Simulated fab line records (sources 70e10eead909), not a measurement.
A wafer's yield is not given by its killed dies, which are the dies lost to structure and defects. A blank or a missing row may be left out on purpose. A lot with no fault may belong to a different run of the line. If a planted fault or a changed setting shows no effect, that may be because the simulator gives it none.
Which of the tools did it?	flow nand harc	18 wafers from 6 lots sampled at 5 of the route's 1159 steps

== WHAT EACH GAUGE READ, for each wafer ==
NHARC_END_SORT_01.
lot	measured	on	killed at array
L500	day 21 10:40	prober-02	26 30 674

== WHAT TOOL EACH LOT RAN ON (gives the tool, then ch and the chambers of the sampled wafers, and finally the start) ==
lot	NHARC_A_CONTACT_DEP_28	NHARC_A_CONTACT_ETCH_48	NHARC_A_CONTACT_ETCH_112	NHARC_A_CONTACT_ETCH_120
L493	acl dep-02 ch 0, day 16 07:40	rie diel-13 ch 0,1,2, day 16 10:54	har cap etch-01 ch 0,1, day 16 12:16	har cap etch-01 ch 0,1, day 16 13:00
L497	acl dep-02 ch 0, day 16 19:05	rie diel-13 ch 0,2, day 16 22:19	har cap etch-02 ch 0,1, day 17 00:10	har cap etch-02 ch 0,1, day 17 00:54
L500	acl dep-02 ch 0, day 18 06:52	rie diel-07 ch 0,2,3, day 18 09:43	har cap etch-02 ch 0,1, day 18 11:06	har cap etch-02 ch 0,1, day 18 11:50
L507	acl dep-02 ch 0, day 19 10:02	rie diel-13 ch 0,1, day 19 12:32	har cap etch-02 ch 0,1, day 19 13:57	har cap etch-02 ch 0,1, day 19 14:55
L514	acl dep-01 ch 0, day 21 15:48	rie diel-07 ch 1,2,3, day 21 19:12	har cap etch-01 ch 0,1, day 21 20:56	har cap etch-01 ch 0,1, day 21 21:40
L516	acl dep-01 ch 0, day 22 03:32	rie diel-07 ch 1,2, day 22 06:42	har cap etch-02 ch 1, day 22 08:17	har cap etch-02 ch 1, day 22 09:01
- NHARC_A_CONTACT_DEP_28: deposits aC, target thk 3600 nm.
- NHARC_A_CONTACT_ETCH_48: etches the open film in CF4, target depth 39 nm, time 65 s.
- NHARC_A_CONTACT_ETCH_112: etches the open film in C4F8/O2/Ar, time 94 s, target depth 922 nm.
- NHARC_A_CONTACT_ETCH_120: etches the open film in C4F8/O2/Ar, time 94 s, target depth 922 nm.

== THE ANSWER, worked out from the rows above alone ==
Rule: usual is defined by the lots themselves. Put in order of their means at a reading, lots are off if they are a third of the lots or fewer, leave a main group of 4 or more, and stand apart from it by a gap of 3 or more times the standard deviation of the main group's means; of several such gaps the widest counts. A main group whose means are all the same, to the digits that the tables above print for the reading, isn't used. A lot without any number at a reading at which 4 lots or more have one is off too. Where the step has rows for the other lots, those lots are counted as sound.
None of the lots is off at any reading shown; this tells nothing.

== WHAT THE SIMULATOR HAD PUT IN ==
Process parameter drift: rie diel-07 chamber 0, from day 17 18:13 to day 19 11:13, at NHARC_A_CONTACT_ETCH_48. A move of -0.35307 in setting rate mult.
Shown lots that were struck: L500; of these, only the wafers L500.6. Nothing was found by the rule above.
